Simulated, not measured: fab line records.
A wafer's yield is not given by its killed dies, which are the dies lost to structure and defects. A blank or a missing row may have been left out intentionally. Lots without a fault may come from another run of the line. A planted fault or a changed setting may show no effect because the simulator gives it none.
fab line records    flow n5_finfet
record lots=7  wafers=39
route steps=1938 shown BEOL_M13@1696 MIM_TOP_LITHO@1845 PASSIVATION@1916
start_h: the number of hours between the record's first day and the start of the first shown wafer of the lot    wait_h: how many hours have passed since the lot's step before this one    " repeats the value in the row above    L1.1+2: several wafers, shown together as one row    - no value present, or no start provided    * or withheld: withheld    < > ~ a bound
route shown NAME@n: NAME is a module with steps in the file, n the number in the route of the first one    usual: mean/standard deviation of fault-free wafers    same: alike in all rows    chamber/n: place in a boat    sites: the reading at each site    _std_site: standard deviation across them    _edge_site: inner sites' mean taken away from outer sites' mean    radius_mm: how far each site lies from the wafer's centre    mask NAME#n: copy n    behind: tool/chamber where the wafer was last shaped    hold: why the lot was held/for how many hours/how that ended    device: whichever transistor did not switch (one of n, p or np)    end of line: the tests these same wafers got at the end of their route    where a step has no rows: the recipe by itself    killed: dies lost to structure and defects at the first sort, not the wafer's yield    map: dies across one wafer; x = killed, . = not, _ = none there
set.NAME: the setting the step ran with; set.NAME@STEP: the setting that earlier step ran with    model.NAME: the simulator's own value behind a step, which no gauge read
lots with deliberately changed settings; one table per step, one row per wafer
## steps
# step N5_BEOL_M13_TRENCH_ETCH_34
# recipe chemistry=C4F8/O2/Ar  target=SiOC  target_depth_a=4134.7  mask_material=SOC  pressure_mtorr=30  source_w=3000  bias_w=700  Ar_flow_sccm=400  C4F8_flow_sccm=15  O2_flow_sccm=8  he_inner_torr=15  he_outer_torr=30  time_s=162.6  ion_energy_ev=250
lot.wafer  tool         chamber  start_h  wait_h  set.time_s  model.etch.depth_nm
L077.1     rie_diel-03  3        265.08   0.0     162.6       410.3
L077.2     "            1        "        "       238.8       601.3
L077.3     "            0        "        "       162.6       412.6
L077.4     "            2        "        "       238.8       596.4
L077.5     "            0        "        "       238.8       610.5
L077.6     "            3        "        "       162.6       409.8
L080.3     rie_diel-06  0        289.22   0.0     162.6       417.2
L080.4     "            2        "        "       162.6       419.5
L080.5     "            3        "        "       162.6       428.8
L083.1     rie_diel-06  0        301.17   0.0     162.6       410.1
L083.2     "            2        "        "       129.7       337.8
L083.3     "            1        "        "       162.6       421.6
L083.4     "            3        "        "       129.7       340.3
L083.5     "            2        "        "       162.6       421.5
L083.6     "            3        "        "       129.7       341.5
L082.1     rie_diel-06  2        309.47   0.0     162.6       422.1
L082.2     "            1        "        "       162.6       422.7
L082.3     "            0        "        "       162.6       412
L082.4     "            3        "        "       241.1       627.3
L082.5     "            3        "        "       241.1       632.3
L082.6     "            2        "        "       241.1       617.3
L084.1     rie_diel-06  1        315.17   0.0     162.6       423.8
L084.2     "            3        "        "       162.6       426.5
L084.3     "            2        "        "       162.6       421.5
L084.4     "            0        "        "       162.6       412.6
L084.5     "            3        "        "       162.6       427.8
L084.6     "            0        "        "       162.6       408.9
L085.1     rie_diel-06  0        327.00   0.0     162.6       406.2
L085.2     "            1        "        "       162.6       415.9
L085.3     "            2        "        "       162.6       414.4
L085.4     "            3        "        "       162.6       420.2
L085.5     "            2        "        "       162.6       416.9
L085.6     "            3        "        "       162.6       418.5
L097.1     rie_diel-03  0        396.79   0.0     162.6       412.2
L097.2+5   "            1        "        "       162.6       410
L097.3     "            2        "        "       162.6       403.2
L097.4     "            3        "        "       162.6       410.1
L097.6     "            2        "        "       162.6       396.9
# step N5_BEOL_M13_STRIP_70
# recipe chemistry=C4F8/O2/Ar  resist=SiARC  rf_frequency_hz=6e+07
# step N5_BEOL_M13_OCD_MEAS_35
# usual trench_depth_nm=414/6.4
lot.wafer  tool    chamber  start_h  wait_h  set.time_s@BEOL_M13_TRENCH_ETCH_34  trench_depth_nm
L077.1     ocd-01  -        265.26   0.0     162.6                               410
L077.2     "       -        "        "       238.8                               601
L077.3     "       -        "        "       162.6                               412
L077.4     "       -        "        "       238.8                               597
L077.5     "       -        "        "       238.8                               611
L077.6     "       -        "        "       162.6                               410
L080.3     ocd-02  -        289.40   0.0     162.6                               417
L080.4     "       -        "        "       162.6                               419
L080.5     "       -        "        "       162.6                               429
L083.1     ocd-02  -        301.35   0.0     162.6                               410
L083.2     "       -        "        "       129.7                               338
L083.3     "       -        "        "       162.6                               422
L083.4     "       -        "        "       129.7                               341
L083.5     "       -        "        "       162.6                               422
L083.6     "       -        "        "       129.7                               342
L082.1     ocd-02  -        309.65   0.0     162.6                               422
L082.2     "       -        "        "       162.6                               423
L082.3     "       -        "        "       162.6                               412
L082.4     "       -        "        "       241.1                               627
L082.5     "       -        "        "       241.1                               632
L082.6     "       -        "        "       241.1                               617
L084.1     ocd-02  -        315.34   0.0     162.6                               423
L084.2     "       -        "        "       162.6                               427
L084.3     "       -        "        "       162.6                               421
L084.4     "       -        "        "       162.6                               412
L084.5     "       -        "        "       162.6                               427
L084.6     "       -        "        "       162.6                               409
L085.1     ocd-01  -        327.17   0.0     162.6                               406
L085.2     "       -        "        "       162.6                               416
L085.3     "       -        "        "       162.6                               415
L085.4     "       -        "        "       162.6                               420
L085.5     "       -        "        "       162.6                               417
L085.6     "       -        "        "       162.6                               419
L097.1     ocd-01  -        396.96   0.0     162.6                               412
L097.2     "       -        "        "       162.6                               410
L097.3     "       -        "        "       162.6                               403
L097.4     "       -        "        "       162.6                               410
L097.5     "       -        "        "       162.6                               410
L097.6     "       -        "        "       162.6                               397
# step N5_BEOL_M13_STRIP_37
# recipe chemistry=N2/H2  power_w=1000  temp_c=250  h2_frac=0.65  overash_fraction=0.3  pressure_mtorr=withheld  n2_flow_sccm=1750  h2_flow_sccm=3250
# step N5_BEOL_M13_ETCH_38
# recipe chemistry=CF4/N2  target=SiCN  target_depth_a=675  taper_deg=2  time_s=71.9  ion_energy_ev=150  mask_material=SiO2  pressure_mtorr=40  source_w=430  bias_w=70  Ar_flow_sccm=100  cf4_flow_sccm=60  n2_flow_sccm=60
# step N5_BEOL_M13_ECD_47
# recipe material=Cu  target_thk_a=9360
# step N5_BEOL_M13_ANNEAL_48
# recipe temp_c=225  time_s=90  ambient=N2
# step N5_BEOL_M13_CMP_49
# recipe stop_on=SiOC  t_overpolish_s=17.1  down_force_psi=1  platen_rpm=50  clearing_platen_down_force_psi=1.5  clearing_platen_rpm=50  post_cmp_clean=cu_alkaline  target_thk_nm=420  clearing_platen_pad_velocity_m_s=0.99484  pad_velocity_m_s=0.99484
lot.wafer  tool    chamber  start_h  wait_h  set.time_s@BEOL_M13_TRENCH_ETCH_34  model.Cu_of_BEOL_M13_ECD_47.thk_nm
L077.1     cmp-04  2        268.57   0.3     162.6                               416.6
L077.2     "       3        "        "       238.8                               606.8
L077.3     "       0        "        "       162.6                               417
L077.4     "       1        "        "       238.8                               602
L077.5     "       2        "        "       238.8                               616.4
L077.6     "       3        "        "       162.6                               415.6
L080.3     cmp-01  3        294.03   0.2     162.6                               424.4
L080.4     "       0        "        "       162.6                               426.6
L080.5     "       2        "        "       162.6                               435
L083.4     cmp-03  0        304.45   0.1     129.7                               347.2
L083.3     "       1        "        "       162.6                               428.2
L083.2     "       2        "        "       129.7                               345.8
L083.1     "       3        "        "       162.6                               417.4
L083.5     "       0        "        "       162.6                               427.4
L083.6     "       1        "        "       129.7                               348.6
L082.1+2   cmp-01  3,0      311.82   0.3     162.6                               427.6
L082.4     "       1        "        "       241.1                               633.2
L082.3     "       2        "        "       162.6                               416.8
L082.5     "       3        "        "       241.1                               637.8
L082.6     "       0        "        "       241.1                               624.2
L084.4     cmp-01  1        317.04   0.1     162.6                               418.2
L084.3     "       2        "        "       162.6                               426.6
L084.2     "       3        "        "       162.6                               431.6
L084.1     "       0        "        "       162.6                               428.4
L084.6     "       1        "        "       162.6                               415
L084.5     "       2        "        "       162.6                               432.4
L085.2     cmp-03  1        329.46   0.2     162.6                               422.4
L085.4     "       2        "        "       162.6                               426.4
L085.1     "       3        "        "       162.6                               414.4
L085.3     "       0        "        "       162.6                               421.6
L085.6     "       1        "        "       162.6                               424.8
L085.5     "       2        "        "       162.6                               424
L097.2     cmp-04  2        399.45   0.2     162.6                               416.6
L097.3     "       3        "        "       162.6                               408.6
L097.1     "       0        "        "       162.6                               419.2
L097.4     "       1        "        "       162.6                               416
L097.6     "       2        "        "       162.6                               404
L097.5     "       3        "        "       162.6                               415.8
# step N5_BEOL_M13_THK_MEAS_50
# recipe thk_meas_gauge=xrf  reads=Cu_of_BEOL_M13_ECD_47
# usual M13_THK=429/7.8
lot.wafer  tool           chamber  start_h  wait_h  set.time_s@BEOL_M13_TRENCH_ETCH_34  M13_THK[nm]
L077.1     film_metro-02  -        268.87   -       162.6                               420
L077.2     "              -        "        "       238.8                               611
L077.3     "              -        "        "       162.6                               418
L077.4     "              -        "        "       238.8                               607
L077.5     "              -        "        "       238.8                               619
L077.6     "              -        "        "       162.6                               418
L080.3     film_metro-01  -        294.29   -       162.6                               431
L080.4     "              -        "        "       162.6                               433
L080.5     "              -        "        "       162.6                               443
L083.1     film_metro-01  -        304.75   -       162.6                               433
L083.2     "              -        "        "       129.7                               355
L083.3     "              -        "        "       162.6                               443
L083.4     "              -        "        "       129.7                               356
L083.5     "              -        "        "       162.6                               442
L083.6     "              -        "        "       129.7                               359
L082.1     film_metro-01  -        312.11   -       162.6                               440
L082.2     "              -        "        "       162.6                               438
L082.3     "              -        "        "       162.6                               427
L082.4     "              -        "        "       241.1                               656
L082.5     "              -        "        "       241.1                               658
L082.6     "              -        "        "       241.1                               640
L084.1     film_metro-02  -        317.33   -       162.6                               436
L084.2     "              -        "        "       162.6                               442
L084.3     "              -        "        "       162.6                               434
L084.4     "              -        "        "       162.6                               424
L084.5     "              -        "        "       162.6                               439
L084.6     "              -        "        "       162.6                               420
L085.1     film_metro-01  -        329.75   -       162.6                               421
L085.2     "              -        "        "       162.6                               428
L085.3     "              -        "        "       162.6                               429
L085.4     "              -        "        "       162.6                               431
L085.5     "              -        "        "       162.6                               430
L085.6     "              -        "        "       162.6                               431
L097.1     film_metro-02  -        399.75   -       162.6                               427
L097.2     "              -        "        "       162.6                               424
L097.3     "              -        "        "       162.6                               417
L097.4     "              -        "        "       162.6                               424
L097.5     "              -        "        "       162.6                               424
L097.6     "              -        "        "       162.6                               411
# step N5_BEOL_M13_PRE_CLEAN_52
# recipe gas=NH3  time_s=15  temp_c=withheld  rf_power_w=300
# step N5_BEOL_M13_DEP_53
# recipe material=SiCN  target_thk_a=500  temp_c=withheld  precursor=3MS/NH3  pressure_torr=3  rf_w=675  time_s=17.8
# step N5_BEOL_M13_RS_MEAS_54
# recipe thk_meas_gauge=four-point-probe  reads=Cu_of_BEOL_M13_ECD_47+Ta_of_BEOL_M13_SPUTTER_44+TaN_of_BEOL_M13_SPUTTER_43
# usual M13_RS=0.0449/0.0007
lot.wafer  tool           chamber  start_h  wait_h  set.time_s@BEOL_M13_TRENCH_ETCH_34  M13_RS[ohm/sq]
L077.1     film_metro-02  -        268.99   0.0     162.6                               0.0453
L077.2     "              -        "        "       238.8                               0.0307
L077.3     "              -        "        "       162.6                               0.0452
L077.4     "              -        "        "       238.8                               0.0311
L077.5     "              -        "        "       238.8                               0.0303
L077.6     "              -        "        "       162.6                               0.0453
L080.3     film_metro-01  -        294.42   0.1     162.6                               0.0444
L080.4     "              -        "        "       162.6                               0.0443
L080.5     "              -        "        "       162.6                               0.0433
L083.1     film_metro-01  -        304.88   0.0     162.6                               0.0454
L083.2     "              -        "        "       129.7                               0.0549
L083.3     "              -        "        "       162.6                               0.0441
L083.4     "              -        "        "       129.7                               0.0548
L083.5     "              -        "        "       162.6                               0.0441
L083.6     "              -        "        "       129.7                               0.0545
L082.1     film_metro-01  -        312.24   0.0     162.6                               0.0441
L082.2     "              -        "        "       162.6                               0.0441
L082.3     "              -        "        "       162.6                               0.0452
L082.4     "              -        "        "       241.1                               0.0295
L082.5     "              -        "        "       241.1                               0.0293
L082.6     "              -        "        "       241.1                               0.0299
L084.1     film_metro-02  -        317.46   0.0     162.6                               0.0440
L084.2     "              -        "        "       162.6                               0.0436
L084.3     "              -        "        "       162.6                               0.0442
L084.4     "              -        "        "       162.6                               0.0451
L084.5     "              -        "        "       162.6                               0.0437
L084.6     "              -        "        "       162.6                               0.0455
L085.1     film_metro-01  -        329.88   0.0     162.6                               0.0456
L085.2     "              -        "        "       162.6                               0.0447
L085.3     "              -        "        "       162.6                               0.0448
L085.4     "              -        "        "       162.6                               0.0443
L085.5     "              -        "        "       162.6                               0.0445
L085.6     "              -        "        "       162.6                               0.0444
L097.1     film_metro-02  -        399.89   0.0     162.6                               0.0451
L097.2     "              -        "        "       162.6                               0.0454
L097.3     "              -        "        "       162.6                               0.0463
L097.4     "              -        "        "       162.6                               0.0454
L097.5     "              -        "        "       162.6                               0.0454
L097.6     "              -        "        "       162.6                               0.0468
# step N5_MIM_TOP_LITHO_DEVELOP_07
# recipe develop_time_s=60  rinse_liquid=diw  dry=air_spin  dev_temp_c=21
lot.wafer         tool            chamber  start_h  wait_h  set.develop_time_s
L077.1+2+4        litho_track-01  0        -        -       60
L077.3+5+6        "               0        "        "       25.07
L080.3+4+5        litho_track-03  0        -        -       60
L083.1+2+6        litho_track-03  0        -        -       60
L083.3+4+5        "               0        "        "       44.48
L082.1+4+6        litho_track-02  0        -        -       60
L082.2+3+5        "               0        "        "       88.31
L084.1+4+5        litho_track-01  0        -        -       60
L084.2+3+6        "               0        "        "       49.94
L085.1+2+3        litho_track-01  0        -        -       60
L085.4+5+6        "               0        "        "       74.05
L097.1+2+3+4+5+6  litho_track-02  0        -        -       60
# step N5_MIM_TOP_LITHO_HARDBAKE_09
# recipe temp_c=130  time_s=120
# step N5_MIM_TOP_LITHO_CD_MEAS_08
# recipe target_cd_nm=2000  landing_energy_ev=500  detector=se_inlens
# usual cd_nm=1999.5/1.4
lot.wafer  tool       chamber  start_h  wait_h  set.develop_time_s@MIM_TOP_LITHO_DEVELOP_07  cd_nm
L077.1     cd_sem-03  0        288.84   -       60                                           1997.8
L077.2     "          0        "        "       60                                           2000.0
L077.3     "          0        "        "       25.07                                        2016.6
L077.4     "          0        "        "       60                                           1999.7
L077.5     "          0        "        "       25.07                                        2017.8
L077.6     "          0        "        "       25.07                                        2017.6
L080.3     cd_sem-01  0        308.13   -       60                                           1997.4
L080.4     "          0        "        "       60                                           1996.5
L080.5     "          0        "        "       60                                           1998.7
L083.1     cd_sem-02  0        319.21   -       60                                           1998.7
L083.2     "          0        "        "       60                                           1999.0
L083.3     "          0        "        "       44.48                                        2005.6
L083.4     "          0        "        "       44.48                                        2004.7
L083.5     "          0        "        "       44.48                                        2004.1
L083.6     "          0        "        "       60                                           1998.8
L082.1     cd_sem-02  0        333.25   -       60                                           1998.0
L082.2     "          0        "        "       88.31                                        1991.7
L082.3     "          0        "        "       88.31                                        1992.0
L082.4     "          0        "        "       60                                           1999.2
L082.5     "          0        "        "       88.31                                        1992.1
L082.6     "          0        "        "       60                                           2000.1
L084.1     cd_sem-02  0        333.45   -       60                                           2000.2
L084.2     "          0        "        "       49.94                                        2005.3
L084.3     "          0        "        "       49.94                                        2004.8
L084.4     "          0        "        "       60                                           2002.7
L084.5     "          0        "        "       60                                           1999.6
L084.6     "          0        "        "       49.94                                        2003.4
L085.1     cd_sem-03  0        347.33   -       60                                           2000.8
L085.2     "          0        "        "       60                                           2000.6
L085.3     "          0        "        "       60                                           2000.6
L085.4     "          0        "        "       74.05                                        1996.1
L085.5     "          0        "        "       74.05                                        1997.5
L085.6     "          0        "        "       74.05                                        1999.2
L097.1     cd_sem-02  0        416.45   -       60                                           1996.3
L097.2     "          0        "        "       60                                           1997.7
L097.3     "          0        "        "       60                                           1999.4
L097.4     "          0        "        "       60                                           1998.9
L097.5     "          0        "        "       60                                           1998.9
L097.6     "          0        "        "       60                                           1998.2
# step N5_MIM_TOP_LITHO_DESCUM_10
# recipe chemistry=O2  time_s=7.9  source_power_w=50  bias_power_w=20  pressure_mtorr=20  rf_frequency_hz=2.712e+07  temp_c=40  o2_flow_sccm=225
lot.wafer   tool         chamber  start_h  wait_h  set.develop_time_s@MIM_TOP_LITHO_DEVELOP_07  model.MIM_TOP_LITHO.cd_nm
L077.1      rie_diel-04  1        288.93   0.0     60                                           1998
L077.2+4    "            3,0      "        "       60                                           2000
L077.3      "            2        "        "       25.07                                        2016
L077.5+6    "            0,1      "        "       25.07                                        2018
L080.3+4    rie_diel-01  0,2      308.25   0.1     60                                           1997
L080.5      "            2        "        "       60                                           1999
L083.1+2    rie_diel-02  2,3      319.49   0.2     60                                           1999
L083.3+4    "            1,0      "        "       44.48                                        2005
L083.5      "            1        "        "       44.48                                        2004
L083.6      "            0        "        "       60                                           -
L082.1      rie_diel-01  2        333.34   0.0     60                                           1998
L082.2+3+5  "            1,0,2    "        "       88.31                                        1992
L082.4      "            3        "        "       60                                           1999
L082.6      "            1        "        "       60                                           2000
L084.1+5    rie_diel-01  0        333.54   0.0     60                                           2000
L084.2      "            1        "        "       49.94                                        2006
L084.3      "            3        "        "       49.94                                        2005
L084.4      "            2        "        "       60                                           2003
L084.6      "            1        "        "       49.94                                        2003
L085.1+3    rie_diel-04  0,3      347.42   0.0     60                                           2001
L085.2      "            2        "        "       60                                           2000
L085.4      "            1        "        "       74.05                                        1996
L085.5      "            3        "        "       74.05                                        1997
L085.6      "            0        "        "       74.05                                        1999
L097.1      rie_diel-02  0        416.58   0.1     60                                           1996
L097.2+6    "            1,0      "        "       60                                           1998
L097.3+4+5  "            3,1,3    "        "       60                                           1999
# step N5_PASSIVATION_PECVD_35
# recipe material=SiNx  target_thk_a=7000  temp_c=400  precursor=SiH4/NH3/N2  pressure_torr=4.9  rf_w=1406  time_s=151.3
lot.wafer  tool      chamber  start_h  wait_h  set.time_s  model.SiNx_of_PASSIVATION_PECVD_35.thk_nm
L077.1     pecvd-01  0        294.62   0.1     151.3       689.6
L077.2     "         2        "        "       151.3       690.6
L077.3     "         1        "        "       151.3       696.8
L077.4     "         2        "        "       151.3       704.8
L077.5     "         0        "        "       151.3       692
L077.6     "         1        "        "       151.3       706.4
L080.3     pecvd-01  1        316.27   0.1     151.3       695.8
L080.4     "         2        "        "       151.3       709.8
L080.5     "         0        "        "       151.3       691
L083.1     pecvd-01  1        324.66   0.1     151.3       681.6
L083.2     "         2        "        "       92.63       420.4
L083.3     "         0        "        "       151.3       685.2
L083.4     "         0        "        "       92.63       419.2
L083.5     "         1        "        "       92.63       426
L083.6     "         2        "        "       151.3       698.2
L082.1     pecvd-01  1        339.17   0.1     151.3       694.2
L082.2     "         2        "        "       99.34       453
L082.3     "         0        "        "       151.3       673.4
L082.4     "         2        "        "       99.34       456.8
L082.5     "         1        "        "       151.3       697.8
L082.6     "         0        "        "       99.34       452
L084.1     pecvd-01  1        339.58   0.1     151.3       695.8
L084.2     "         0        "        "       112.9       502.8
L084.3     "         2        "        "       151.3       685.2
L084.4     "         0        "        "       112.9       507.6
L084.5     "         1        "        "       151.3       703.2
L084.6     "         2        "        "       112.9       516.2
L085.1     pecvd-01  0        352.93   0.1     151.3       697.8
L085.2     "         1        "        "       151.3       711.4
L085.3     "         2        "        "       151.3       691.4
L085.4     "         1        "        "       151.3       714.2
L085.5     "         0        "        "       151.3       698.4
L085.6     "         2        "        "       151.3       705.8
L097.1     pecvd-01  0        423.89   0.1     67.87       303.8
L097.2     "         2        "        "       151.3       688.6
L097.3     "         1        "        "       151.3       697.6
L097.4     "         2        "        "       67.87       306.2
L097.5     "         0        "        "       67.87       308.6
L097.6     "         1        "        "       151.3       701.8
## key
split step=N5_BEOL_M13_TRENCH_ETCH_34  setting=time_s  stated=162.6  by=wafer
response step=N5_BEOL_M13_TRENCH_ETCH_34  reading=model.etch.depth_nm  change=+4.16  per=1%  r=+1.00
response step=N5_BEOL_M13_OCD_MEAS_35  reading=trench_depth_nm  change=+4.16  per=1%  r=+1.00
response step=N5_BEOL_M13_CMP_49  reading=model.Cu_of_BEOL_M13_ECD_47.thk_nm  change=+4.17  per=1%  r=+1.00
response step=N5_BEOL_M13_THK_MEAS_50  reading=M13_THK  change=+4.29  per=1%  r=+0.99
response step=N5_BEOL_M13_RS_MEAS_54  reading=M13_RS  change=-0.000326  per=1%  r=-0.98
split step=N5_MIM_TOP_LITHO_DEVELOP_07  setting=develop_time_s  stated=60  by=wafer
response step=N5_MIM_TOP_LITHO_CD_MEAS_08  reading=cd_nm  change=-0.237  per=1%  r=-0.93
response step=N5_MIM_TOP_LITHO_DESCUM_10  reading=model.MIM_TOP_LITHO.cd_nm  change=-0.235  per=1%  r=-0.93
split step=N5_PASSIVATION_PECVD_35  setting=time_s  stated=151.3  by=wafer
response step=N5_PASSIVATION_PECVD_35  reading=model.SiNx_of_PASSIVATION_PECVD_35.thk_nm  change=+7  per=1%  r=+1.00
